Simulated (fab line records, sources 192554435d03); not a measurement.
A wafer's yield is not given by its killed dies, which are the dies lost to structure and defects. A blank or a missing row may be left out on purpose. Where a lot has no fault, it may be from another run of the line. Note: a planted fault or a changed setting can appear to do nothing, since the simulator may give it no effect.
fab line records -- flow n5-finfet -- part 1 of 2: steps 1 to 26 of 33
[record] lots = 5, wafers = 15, last-day = 17
route steps=1938 shown STI_FIN_REVEAL@206 DUMMY_GATE@212
lots that met no fault: from a run of the same line without faults
start-h: the number of hours between the record's first day and the start of the first shown wafer of the lot -- wait-h: time in hours since the lot's previous step -- " as in the row above -- L1.1+2: one row covering several wafers at once -- - value missing, or start not given -- * or withheld: withheld -- < > ~ a bound
route shown NAME@n: names a module that has steps shown in the file, with the first one's number in the route -- usual: average and standard deviation across the fault-free wafers -- same: alike in all rows -- chamber/n: place in a boat -- sites: per-site readings -- _std_site: their standard deviation -- _edge_site: inner sites' mean taken away from outer sites' mean -- radius-mm: for every site, how far away it sits from the centre of the wafer -- mask NAME#n: copy n -- behind: tool/chamber where the wafer was last shaped -- hold: what put the lot on hold/how long, in hours/how the hold closed -- device: whichever transistor did not switch (one of n, p or np) -- end of line: the same wafers' tests at the end of the route -- step lacking rows: just its recipe -- killed: not the wafer's yield, but the dies lost to structure and defects at the first sort -- map: a wafer's dies, marking killed ones x, the rest . and places with no die _
set.NAME: setting as actually run; set.NAME@STEP: the setting as run at that earlier step -- model.NAME: the simulator's own value behind a step, which no gauge read
a table for each step, a row for each wafer; lots at some steps of the route
services: when a tool's chamber went out of use (start-h, in hours from the record's first day, below 0 if earlier), for how many hours, and the reason
[[steps]]
[step N5_STI_FIN_REVEAL_SRD_23]
[recipe] dry = ipa-marangoni, time-s = 30, temp-c = 23, rinse-liquid = diw
[usual] temp-c = 22.99/0.094
[same] time-s = 30
lot.wafer,tool,chamber,start-h,wait-h,temp-c
L076.1,wet-bench-06,7,50.25,0.0,23.12
L076.3,wet-bench-06,1,50.25,0.0,22.92
L076.6,wet-bench-06,3,50.25,0.0,23.00
L078.2,wet-bench-04,1,60.75,0.0,23.04
L078.3,wet-bench-04,6,60.75,0.0,23.09
L078.6,wet-bench-04,2,60.75,0.0,22.98
L080.1,wet-bench-04,0,74.83,0.0,22.91
L080.3,wet-bench-04,3,74.83,0.0,22.89
L080.4,wet-bench-04,2,74.83,0.0,22.96
L090.4,wet-bench-06,3,134.04,0.0,22.97
L090.5,wet-bench-06,2,134.04,0.0,22.94
L090.6,wet-bench-06,0,134.04,0.0,23.04
L096.2,wet-bench-01,5,168.68,0.0,23.03
L096.5,wet-bench-01,0,168.68,0.0,23.00
L096.6,wet-bench-01,4,168.68,0.0,23.10
[step N5_STI_FIN_REVEAL_CD_MEAS_22]
[recipe] target-cd-nm = 6.238, pitch-nm = 28, polarity = line
[usual] cd-nm = 6.23/0.23
lot.wafer,tool,chamber,start-h,wait-h,cd-nm
L076.1,cd-sem-02,-,50.29,0.0,6.30
L076.3,cd-sem-02,-,50.29,0.0,6.40
L076.6,cd-sem-02,-,50.29,0.0,6.26
L078.2,cd-sem-01,-,60.80,0.0,6.23
L078.3,cd-sem-01,-,60.80,0.0,5.98
L078.6,cd-sem-01,-,60.80,0.0,6.28
L080.1,cd-sem-02,-,74.87,0.0,6.59
L080.3,cd-sem-02,-,74.87,0.0,6.14
L080.4,cd-sem-02,-,74.87,0.0,6.38
L090.4,cd-sem-01,-,134.09,0.0,6.11
L090.5,cd-sem-01,-,134.09,0.0,5.94
L090.6,cd-sem-01,-,134.09,0.0,6.24
L096.2,cd-sem-03,-,168.74,0.0,6.24
L096.5,cd-sem-03,-,168.74,0.0,6.12
L096.6,cd-sem-03,-,168.74,0.0,6.52
[step N5_STI_FIN_REVEAL_FIN_H_MEAS_10]
[usual] trench-depth-nm = 51.9/0.59
lot.wafer,tool,chamber,start-h,wait-h,trench-depth-nm
L076.1,ocd-02,-,50.32,0.0,51.8
L076.3,ocd-02,-,50.32,0.0,51.2
L076.6,ocd-02,-,50.32,0.0,50.9
L078.2,ocd-02,-,60.83,0.0,53.2
L078.3,ocd-02,-,60.83,0.0,53.2
L078.6,ocd-02,-,60.83,0.0,52.6
L080.1,ocd-01,-,74.90,0.0,51.8
L080.3,ocd-01,-,74.90,0.0,52.2
L080.4,ocd-01,-,74.90,0.0,51.6
L090.4,ocd-02,-,134.12,0.0,53.1
L090.5,ocd-02,-,134.12,0.0,52.4
L090.6,ocd-02,-,134.12,0.0,52.4
L096.2,ocd-02,-,168.77,0.0,51.8
L096.5,ocd-02,-,168.77,0.0,52.6
L096.6,ocd-02,-,168.77,0.0,51.2
[step N5_STI_FIN_REVEAL_PRECLEAN_18]
[recipe] chemistry = SC2, time-s = 45, temp-c = 35, mix = 1:1:50
[usual] temp-c = 35.00/0.11
[same] time-s = 45
lot.wafer,tool,chamber,start-h,wait-h,temp-c
L076.1,wet-bench-06,1,50.35,0.0,34.91
L076.3,wet-bench-06,5,50.35,0.0,34.86
L076.6,wet-bench-06,0,50.35,0.0,34.95
L078.2,wet-bench-01,7,60.86,0.0,35.01
L078.3,wet-bench-01,4,60.86,0.0,35.03
L078.6,wet-bench-01,1,60.86,0.0,34.92
L080.1,wet-bench-01,4,74.94,0.0,35.05
L080.3,wet-bench-01,6,74.94,0.0,34.99
L080.4,wet-bench-01,2,74.94,0.0,35.04
L090.4,wet-bench-06,4,134.15,0.0,34.92
L090.5,wet-bench-06,3,134.15,0.0,34.81
L090.6,wet-bench-06,2,134.15,0.0,34.78
L096.2,wet-bench-06,6,168.80,0.0,35.05
L096.5,wet-bench-06,0,168.80,0.0,35.13
L096.6,wet-bench-06,5,168.80,0.0,35.13
[step N5_STI_FIN_REVEAL_SRD_28]
[recipe] dry = ipa-marangoni, time-s = 30, temp-c = 23, rinse-liquid = diw
[usual] temp-c = 23.01/0.1
[same] time-s = 30
lot.wafer,tool,chamber,start-h,wait-h,temp-c
L076.1,wet-bench-06,1,50.37,0.0,23.00
L076.3,wet-bench-06,5,50.37,0.0,22.80
L076.6,wet-bench-06,0,50.37,0.0,22.80
L078.2,wet-bench-01,7,60.87,0.0,23.01
L078.3,wet-bench-01,4,60.87,0.0,22.96
L078.6,wet-bench-01,1,60.87,0.0,22.98
L080.1,wet-bench-01,4,74.95,0.0,23.14
L080.3,wet-bench-01,6,74.95,0.0,22.98
L080.4,wet-bench-01,2,74.95,0.0,23.00
L090.4,wet-bench-06,4,134.16,0.0,23.06
L090.5,wet-bench-06,3,134.16,0.0,23.18
L090.6,wet-bench-06,2,134.16,0.0,23.08
L096.2,wet-bench-06,6,168.81,0.0,22.86
L096.5,wet-bench-06,0,168.81,0.0,23.06
L096.6,wet-bench-06,5,168.81,0.0,23.13
[step N5_STI_FIN_REVEAL_INSPECT_13]
[recipe] inspect-instrument = darkfield, mode = post-clean
[usual] raw-defect-count = 13/5.2
lot.wafer,tool,chamber,start-h,wait-h,raw-defect-count
L076.1,defect-inspect-02,-,50.41,0.0,10
L076.3,defect-inspect-02,-,50.41,0.0,16
L076.6,defect-inspect-02,-,50.41,0.0,12
L078.2,defect-inspect-02,-,60.91,0.0,19
L078.3,defect-inspect-02,-,60.91,0.0,19
L078.6,defect-inspect-02,-,60.91,0.0,5
L080.1,defect-inspect-01,-,74.99,0.0,7
L080.3,defect-inspect-01,-,74.99,0.0,7
L080.4,defect-inspect-01,-,74.99,0.0,16
L090.4,defect-inspect-02,-,134.20,0.0,10
L090.5,defect-inspect-02,-,134.20,0.0,11
L090.6,defect-inspect-02,-,134.20,0.0,17
L096.2,defect-inspect-02,-,168.85,0.0,18
L096.5,defect-inspect-02,-,168.85,0.0,9
L096.6,defect-inspect-02,-,168.85,0.0,14
[step N5_DUMMY_GATE_PRECLEAN_00]
[recipe] chemistry = O3/DIW, time-s = 60, temp-c = 22, o3-ppm = 10
[usual] temp-c = 22.00/0.097
[same] time-s = 60
lot.wafer,tool,chamber,start-h,wait-h,temp-c
L076.1,wet-bench-03,1,50.44,0.0,21.97
L076.3,wet-bench-03,3,50.44,0.0,22.01
L076.6,wet-bench-03,0,50.44,0.0,21.95
L078.2,wet-bench-05,0,60.94,0.0,22.07
L078.3,wet-bench-05,3,60.94,0.0,21.79
L078.6,wet-bench-05,7,60.94,0.0,21.92
L080.1,wet-bench-02,5,75.02,0.0,22.01
L080.3,wet-bench-02,1,75.02,0.0,21.97
L080.4,wet-bench-02,4,75.02,0.0,21.98
L090.4,wet-bench-02,6,134.23,0.0,21.94
L090.5,wet-bench-02,4,134.23,0.0,21.92
L090.6,wet-bench-02,5,134.23,0.0,22.05
L096.2,wet-bench-03,5,168.88,0.0,21.91
L096.5,wet-bench-03,6,168.88,0.0,22.01
L096.6,wet-bench-03,2,168.88,0.0,21.80
[step N5_DUMMY_GATE_SRD_01]
[recipe] time-s = 30, temp-c = 23, rinse-liquid = diw, dry = ipa-marangoni
[usual] temp-c = 23.00/0.1
[same] time-s = 30
lot.wafer,tool,chamber,start-h,wait-h,temp-c
L076.1,wet-bench-03,1,50.46,0.0,22.93
L076.3,wet-bench-03,3,50.46,0.0,22.97
L076.6,wet-bench-03,0,50.46,0.0,22.96
L078.2,wet-bench-05,0,60.96,0.0,23.10
L078.3,wet-bench-05,3,60.96,0.0,22.79
L078.6,wet-bench-05,7,60.96,0.0,22.97
L080.1,wet-bench-02,5,75.04,0.0,22.95
L080.3,wet-bench-02,1,75.04,0.0,23.17
L080.4,wet-bench-02,4,75.04,0.0,22.88
L090.4,wet-bench-02,6,134.25,0.0,22.96
L090.5,wet-bench-02,4,134.25,0.0,22.91
L090.6,wet-bench-02,5,134.25,0.0,23.00
L096.2,wet-bench-03,5,168.90,0.0,23.14
L096.5,wet-bench-03,6,168.90,0.0,23.06
L096.6,wet-bench-03,2,168.90,0.0,23.15
[step N5_DUMMY_GATE_ALD_02]
[recipe] material = SiO2, target-thk-a = 20, temp-c = 300, ald-precursor-family = BDEAS, ald-co-reactant = O2-plasma, pulse-time-s = 1, pressure-torr = 2
[usual] heater-power-w = 455/47, precursor-pulse-height-rel = 1.001/0.019
lot.wafer,tool,chamber,start-h,wait-h,heater-power-w,precursor-pulse-height-rel
L076.1,ald-sin-03,3,50.51,0.0,496,0.999
L076.3,ald-sin-03,0,50.51,0.0,401,0.999
L076.6,ald-sin-03,2,50.51,0.0,443,0.978
L078.2,ald-sin-03,1,61.01,0.0,369,0.996
L078.3,ald-sin-03,3,61.01,0.0,497,1.017
L078.6,ald-sin-03,1,61.01,0.0,372,0.998
L080.1,ald-sin-02,0,75.09,0.0,496,1.021
L080.3,ald-sin-02,3,75.09,0.0,533,1.000
L080.4,ald-sin-02,2,75.09,0.0,486,1.010
L090.4,ald-sin-03,2,134.30,0.0,434,1.012
L090.5,ald-sin-03,0,134.30,0.0,406,0.987
L090.6,ald-sin-03,1,134.30,0.0,372,1.035
L096.2,ald-sin-04,3,168.95,0.0,391,1.004
L096.5,ald-sin-04,1,168.95,0.0,417,0.981
L096.6,ald-sin-04,2,168.95,0.0,438,0.993
[step N5_DUMMY_GATE_CVD_03]
[recipe] material = a-Si, target-thk-a = 1500, temp-c = 530, precursor = SiH4, time-s = 8042
[usual] spike-tc-lower-C = 530.4/0.65, spike-tc-top-C = 552.6/1.4, zone-power-bottom-pct = 9.2/1, zone-power-lower-pct = 6.8/0.97
[same] time-s = 8042
lot.wafer,tool,chamber,start-h,wait-h,spike-tc-lower-C,spike-tc-top-C,zone-power-bottom-pct,zone-power-lower-pct
L076.1,lpcvd-01,1/65,54.43,3.9,531.2,550.3,7.9,5.6
L076.3,lpcvd-01,1/75,54.43,3.9,531.2,550.3,7.9,5.6
L076.6,lpcvd-01,1/89,54.43,3.9,531.2,550.3,7.9,5.6
L078.2,lpcvd-01,0/20,62.35,1.3,529.9,553.9,9.6,7.9
L078.3,lpcvd-01,0/25,62.35,1.3,529.9,553.9,9.6,7.9
L078.6,lpcvd-01,0/39,62.35,1.3,529.9,553.9,9.6,7.9
L080.1,lpcvd-01,0/40,75.19,0.1,529.6,553.4,9.6,7.8
L080.3,lpcvd-01,0/50,75.19,0.1,529.6,553.4,9.6,7.8
L080.4,lpcvd-01,0/54,75.19,0.1,529.6,553.4,9.6,7.8
L090.4,lpcvd-01,1/54,134.40,0.1,531.1,550.9,7.9,5.6
L090.5,lpcvd-01,1/59,134.40,0.1,531.1,550.9,7.9,5.6
L090.6,lpcvd-01,1/64,134.40,0.1,531.1,550.9,7.9,5.6
L096.2,lpcvd-01,0/70,169.05,0.1,529.9,553.4,9.6,7.9
L096.5,lpcvd-01,0/84,169.05,0.1,529.9,553.4,9.6,7.9
L096.6,lpcvd-01,0/89,169.05,0.1,529.9,553.4,9.6,7.9
[step N5_DUMMY_GATE_PRECLEAN_46]
[recipe] chemistry = DIW, time-s = 89.5, temp-c = 23
[usual] temp-c = 23.01/0.097
[same] time-s = 89.5
lot.wafer,tool,chamber,start-h,wait-h,temp-c
L076.1,wet-bench-02,2,58.12,0.0,23.06
L076.3,wet-bench-02,3,58.12,0.0,23.08
L076.6,wet-bench-02,0,58.12,0.0,22.98
L078.2,wet-bench-02,4,66.03,0.0,22.98
L078.3,wet-bench-02,6,66.03,0.0,22.88
L078.6,wet-bench-02,1,66.03,0.0,22.91
L080.1,wet-bench-05,1,80.71,0.0,23.05
L080.3,wet-bench-05,6,80.71,0.0,23.13
L080.4,wet-bench-05,0,80.71,0.0,23.19
L090.4,wet-bench-03,7,138.08,0.0,22.95
L090.5,wet-bench-03,4,138.08,0.0,23.02
L090.6,wet-bench-03,5,138.08,0.0,22.98
L096.2,wet-bench-02,7,172.74,0.0,23.02
L096.5,wet-bench-02,3,172.74,0.0,23.21
L096.6,wet-bench-02,2,172.74,0.0,23.01
[step N5_DUMMY_GATE_SRD_47]
[recipe] dry-time-s = 32, dry = n2-spin, spin-rpm = 1500
lot.wafer,tool,chamber,start-h,wait-h
L076.1+3+6,wet-bench-02,"2,3,0",58.14,0.0
L078.2+3+6,wet-bench-02,"4,6,1",66.05,0.0
L080.1+3+4,wet-bench-05,"1,6,0",80.73,0.0
L090.4+5+6,wet-bench-03,"7,4,5",138.10,0.0
L096.2+5+6,wet-bench-02,"7,3,2",172.78,0.0
[step N5_DUMMY_GATE_CMP_04]
[recipe] material = a-Si, post-cmp-clean = alkaline-brush
[usual] motor-current-A = 10.7/1.3, pad-life-wafers = 806/620, time-to-endpoint-s = 13.6/2
lot.wafer,tool,chamber,start-h,wait-h,motor-current-A,pad-life-wafers,time-to-endpoint-s
L076.3,cmp-03,1,58.17,0.0,10.3,78,11.8
L076.1,cmp-03,3,58.17,0.0,10.5,80,15.5
L076.6,cmp-03,2,58.17,0.0,12.2,-,12.4
L078.2,cmp-03,1,66.15,0.1,11.1,158,12.2
L078.3,cmp-03,2,66.15,0.1,12.1,159,12.9
L078.6,cmp-03,0,66.15,0.1,9.3,-,9.1
L080.4,cmp-03,0,80.80,0.1,9.9,277,15.2
L080.1,cmp-03,1,80.80,0.1,11.0,278,13.5
L080.3,cmp-03,2,80.80,0.1,11.2,279,13.3
L090.4,cmp-04,1,138.23,0.1,10.5,1419,16.4
L090.6,cmp-04,2,138.23,0.1,10.9,-,14.6
L090.5,cmp-04,3,138.23,0.1,9.8,-,14.6
L096.2,cmp-04,0,172.81,0.0,10.7,1734,13.2
L096.5,cmp-04,0,172.81,0.0,10.9,-,14.6
L096.6,cmp-04,1,172.81,0.0,10.5,-,13.0
[step N5_DUMMY_GATE_THK_MEAS_05]
[usual] thk-nm = 71.8/0.96
lot.wafer,tool,chamber,start-h,wait-h,thk-nm
L076.1,film-metro-01,-,58.42,0.1,73.1
L076.3,film-metro-01,-,58.42,0.1,72.4
L076.6,film-metro-01,-,58.42,0.1,73.5
L078.2,film-metro-01,-,66.33,0.1,72.1
L078.3,film-metro-01,-,66.33,0.1,72.1
L078.6,film-metro-01,-,66.33,0.1,72.7
L080.1,film-metro-02,-,81.00,0.1,72.4
L080.3,film-metro-02,-,81.00,0.1,73.5
L080.4,film-metro-02,-,81.00,0.1,72.7
L090.4,film-metro-02,-,138.38,0.1,71.7
L090.5,film-metro-02,-,138.38,0.1,73.5
L090.6,film-metro-02,-,138.38,0.1,71.6
L096.2,film-metro-02,-,173.05,0.2,70.7
L096.5,film-metro-02,-,173.05,0.2,70.4
L096.6,film-metro-02,-,173.05,0.2,71.5
[step N5_DUMMY_GATE_HM_DEP_06]
[recipe] material = SiNx, target-thk-a = 800, precursor = DCS/NH3, temp-c = 700, pressure-mtorr = 300, time-s = 5141
[usual] spike-tc-lower-C = 700.6/0.58, spike-tc-top-C = 716.5/1.3, zone-power-bottom-pct = 16.7/1.7, zone-power-lower-pct = 10.7/1
[same] time-s = 5141
lot.wafer,tool,chamber,start-h,wait-h,spike-tc-lower-C,spike-tc-top-C,zone-power-bottom-pct,zone-power-lower-pct
L076.1,lpcvd-01,1/40,58.44,0.0,702.1,714.5,13.1,9.0
L076.3,lpcvd-01,1/50,58.44,0.0,702.1,714.5,13.1,9.0
L076.6,lpcvd-01,1/64,58.44,0.0,702.1,714.5,13.1,9.0
L078.2,lpcvd-02,1/45,66.35,0.0,701.0,717.7,18.4,10.3
L078.3,lpcvd-02,1/50,66.35,0.0,701.0,717.7,18.4,10.3
L078.6,lpcvd-02,1/64,66.35,0.0,701.0,717.7,18.4,10.3
L080.1,lpcvd-01,0/65,81.03,0.0,700.2,717.0,15.9,12.6
L080.3,lpcvd-01,0/75,81.03,0.0,700.2,717.0,15.9,12.6
L080.4,lpcvd-01,0/79,81.03,0.0,700.2,717.0,15.9,12.6
L090.4,lpcvd-02,1/104,138.41,0.0,701.3,717.6,18.7,10.3
L090.5,lpcvd-02,1/109,138.41,0.0,701.3,717.6,18.7,10.3
L090.6,lpcvd-02,1/114,138.41,0.0,701.3,717.6,18.7,10.3
L096.2,lpcvd-02,0/95,173.08,0.0,700.0,715.3,16.4,11.0
L096.5,lpcvd-02,0/109,173.08,0.0,700.0,715.3,16.4,11.0
L096.6,lpcvd-02,0/114,173.08,0.0,700.0,715.3,16.4,11.0
[step N5_DUMMY_GATE_PECVD_30]
[recipe] material = SiO2, target-thk-a = 550, temp-c = 400, precursor = TEOS/O2, pressure-torr = 6.5, rf-w = withheld, teos-flow-sccm = withheld, gas = O2, flow-sccm = 2650, time-s = 10.8
[same] time-s = 10.8
lot.wafer,tool,chamber,start-h,wait-h
L076.1+3+6,pecvd-02,"1,1,2",62.40,0.1
L078.2+3+6,pecvd-04,"2,0,2",70.31,0.0
L080.1+3+4,pecvd-01,"0,1,1",86.93,0.0
L090.4+5+6,pecvd-01,"0,2,1",142.36,0.1
L096.2+5+6,pecvd-02,"2,2,0",177.03,0.0
[step N5_DUMMY_GATE_COAT_34]
[recipe] resist = SOC, temp-c = 250, time-s = 60, spin-rpm = 1500, resist-thk-nm = 60
[usual] dispense-pressure-kPa = 45.3/2.1
[same] time-s = 60
lot.wafer,tool,chamber,start-h,wait-h,dispense-pressure-kPa
L076.1,litho-track-01,0,62.47,0.1,44.1
L076.3,litho-track-01,0,62.47,0.1,44.1
L076.6,litho-track-01,0,62.47,0.1,44.0
L078.2,litho-track-01,0,70.37,0.0,44.0
L078.3,litho-track-01,0,70.37,0.0,44.0
L078.6,litho-track-01,0,70.37,0.0,44.1
L080.1,litho-track-03,0,86.99,0.0,48.9
L080.3,litho-track-03,0,86.99,0.0,48.8
L080.4,litho-track-03,0,86.99,0.0,48.9
L090.4,litho-track-01,0,142.41,0.0,44.1
L090.5,litho-track-01,0,142.41,0.0,44.1
L090.6,litho-track-01,0,142.41,0.0,44.1
L096.2,litho-track-02,0,177.09,0.0,44.0
L096.5,litho-track-02,0,177.09,0.0,44.1
L096.6,litho-track-02,0,177.09,0.0,44.0
[step N5_DUMMY_GATE_COAT_35]
[recipe] resist = SiARC, temp-c = 220, time-s = 60, spin-rpm = 1500, resist-thk-nm = 10
[usual] dispense-pressure-kPa = 45.3/2.1
[same] time-s = 60
lot.wafer,tool,chamber,start-h,wait-h,dispense-pressure-kPa
L076.1,litho-track-01,0,-,-,44.1
L076.3,litho-track-01,0,-,-,44.1
L076.6,litho-track-01,0,-,-,44.1
L078.2,litho-track-01,0,-,-,44.1
L078.3,litho-track-01,0,-,-,44.1
L078.6,litho-track-01,0,-,-,44.1
L080.1,litho-track-03,0,-,-,48.9
L080.3,litho-track-03,0,-,-,48.9
L080.4,litho-track-03,0,-,-,48.9
L090.4,litho-track-01,0,-,-,44.1
L090.5,litho-track-01,0,-,-,44.1
L090.6,litho-track-01,0,-,-,44.1
L096.2,litho-track-02,0,-,-,44.1
L096.5,litho-track-02,0,-,-,44.1
L096.6,litho-track-02,0,-,-,44.1
[step N5_DUMMY_GATE_COAT_28]
[recipe] resist = underlayer, temp-c = 205, time-s = 60, spin-rpm = 1500, resist-thk-nm = 10
[usual] dispense-pressure-kPa = 45.3/2.1
[same] time-s = 60
lot.wafer,tool,chamber,start-h,wait-h,dispense-pressure-kPa
L076.1,litho-track-01,0,-,-,44.1
L076.3,litho-track-01,0,-,-,44.1
L076.6,litho-track-01,0,-,-,44.1
L078.2,litho-track-01,0,-,-,44.1
L078.3,litho-track-01,0,-,-,44.0
L078.6,litho-track-01,0,-,-,44.0
L080.1,litho-track-03,0,-,-,48.9
L080.3,litho-track-03,0,-,-,48.8
L080.4,litho-track-03,0,-,-,48.9
L090.4,litho-track-01,0,-,-,44.1
L090.5,litho-track-01,0,-,-,44.1
L090.6,litho-track-01,0,-,-,44.1
L096.2,litho-track-02,0,-,-,44.0
L096.5,litho-track-02,0,-,-,44.1
L096.6,litho-track-02,0,-,-,44.1
[step N5_DUMMY_GATE_COAT_09]
[recipe] resist = CAR-EUV, spin-rpm = 1500, resist-thk-nm = 30
[usual] dispense-pressure-kPa = 45.3/2.1
lot.wafer,tool,chamber,start-h,wait-h,dispense-pressure-kPa
L076.1,litho-track-01,0,-,-,44.1
L076.3,litho-track-01,0,-,-,44.1
L076.6,litho-track-01,0,-,-,44.1
L078.2,litho-track-01,0,-,-,44.1
L078.3,litho-track-01,0,-,-,44.1
L078.6,litho-track-01,0,-,-,44.1
L080.1,litho-track-03,0,-,-,48.9
L080.3,litho-track-03,0,-,-,48.9
L080.4,litho-track-03,0,-,-,48.9
L090.4,litho-track-01,0,-,-,44.1
L090.5,litho-track-01,0,-,-,44.1
L090.6,litho-track-01,0,-,-,44.1
L096.2,litho-track-02,0,-,-,44.1
L096.5,litho-track-02,0,-,-,44.1
L096.6,litho-track-02,0,-,-,44.1
[step N5_DUMMY_GATE_EBR_11]
[recipe] solvent = PGMEA, ebr-width-mm = 1.5
lot.wafer,tool,chamber,start-h,wait-h
L076.1+3+6,litho-track-01,0,-,-
L078.2+3+6,litho-track-01,0,-,-
L080.1+3+4,litho-track-03,0,-,-
L090.4+5+6,litho-track-01,0,-,-
L096.2+5+6,litho-track-02,0,-,-
[step N5_DUMMY_GATE_SOFTBAKE_10]
[recipe] temp-c = 110, time-s = 60, resist = CAR-EUV
[same] time-s = 60
lot.wafer,tool,chamber,start-h,wait-h
L076.1+3+6,litho-track-01,0,-,-
L078.2+3+6,litho-track-01,0,-,-
L080.1+3+4,litho-track-03,0,-,-
L090.4+5+6,litho-track-01,0,-,-
L096.2+5+6,litho-track-02,0,-,-
[step N5_DUMMY_GATE_EXPOSE_12]
[recipe] mask-id = GATE, na = 0.33, source-shape = annular, sigma-inner = 0.2, sigma-outer = 0.6, polarization = unpolarized, target-cd-nm = 25, dose-mj = 34
[usual] focus-offset-nm = -0.1/0.51
lot.wafer,tool,chamber,start-h,wait-h,mask,focus-offset-nm
L076.1,euv-scanner-02,0,62.61,-,GATE#0,-0.5
L076.3,euv-scanner-02,0,62.61,-,GATE#0,-0.4
L076.6,euv-scanner-02,0,62.61,-,GATE#0,-1.0
L078.2,euv-scanner-01,0,70.51,-,GATE#0,0.1
L078.3,euv-scanner-01,0,70.51,-,GATE#0,0.0
L078.6,euv-scanner-01,0,70.51,-,GATE#0,0.9
L080.1,euv-scanner-02,0,87.12,-,GATE#0,0.1
L080.3,euv-scanner-02,0,87.12,-,GATE#0,-0.5
L080.4,euv-scanner-02,0,87.12,-,GATE#0,-1.1
L090.4,euv-scanner-02,0,142.69,-,GATE#0,0.0
L090.5,euv-scanner-02,0,142.69,-,GATE#0,-1.0
L090.6,euv-scanner-02,0,142.69,-,GATE#0,-0.3
L096.2,euv-scanner-02,0,177.23,-,GATE#0,0.7
L096.5,euv-scanner-02,0,177.23,-,GATE#0,0.3
L096.6,euv-scanner-02,0,177.23,-,GATE#0,0.4
[step N5_DUMMY_GATE_PEB_13]
[recipe] peb-temp-c = 100, peb-time-s = 60, resist = CAR-EUV
[same] peb-time-s = 60
lot.wafer,tool,chamber,start-h,wait-h
L076.1+3+6,litho-track-02,0,62.67,0.1
L078.2+3+6,litho-track-03,0,70.56,0.0
L080.1+3+4,litho-track-01,0,87.18,0.1
L090.4+5+6,litho-track-02,0,142.73,0.0
L096.2+5+6,litho-track-01,0,177.29,0.0
[step N5_DUMMY_GATE_DEVELOP_14]
[recipe] develop-time-s = 30, developer = TMAH, resist = CAR-EUV, rinse-liquid = surfactant-rinse, dry = air-spin, dev-temp-c = 23
lot.wafer,tool,chamber,start-h,wait-h
L076.1+3+6,litho-track-02,0,-,-
L078.2+3+6,litho-track-03,0,-,-
L080.1+3+4,litho-track-01,0,-,-
L090.4+5+6,litho-track-02,0,-,-
L096.2+5+6,litho-track-01,0,-,-
[step N5_DUMMY_GATE_CD_MEAS_15]
[recipe] target-cd-nm = 25.8, landing-energy-ev = 500, detector = se-inlens
[usual] cd-nm = 24.93/0.25
lot.wafer,tool,chamber,start-h,wait-h,cd-nm
L076.1,cd-sem-02,0,62.74,-,24.87
L076.3,cd-sem-02,0,62.74,-,25.02
L076.6,cd-sem-02,0,62.74,-,24.61
L078.2,cd-sem-01,0,70.63,-,24.71
L078.3,cd-sem-01,0,70.63,-,24.86
L078.6,cd-sem-01,0,70.63,-,24.61
L080.1,cd-sem-01,0,87.25,-,24.80
L080.3,cd-sem-01,0,87.25,-,24.67
L080.4,cd-sem-01,0,87.25,-,24.71
L090.4,cd-sem-02,0,142.80,-,25.19
L090.5,cd-sem-02,0,142.80,-,25.08
L090.6,cd-sem-02,0,142.80,-,24.96
L096.2,cd-sem-02,0,177.36,-,25.14
L096.5,cd-sem-02,0,177.36,-,25.17
L096.6,cd-sem-02,0,177.36,-,24.69
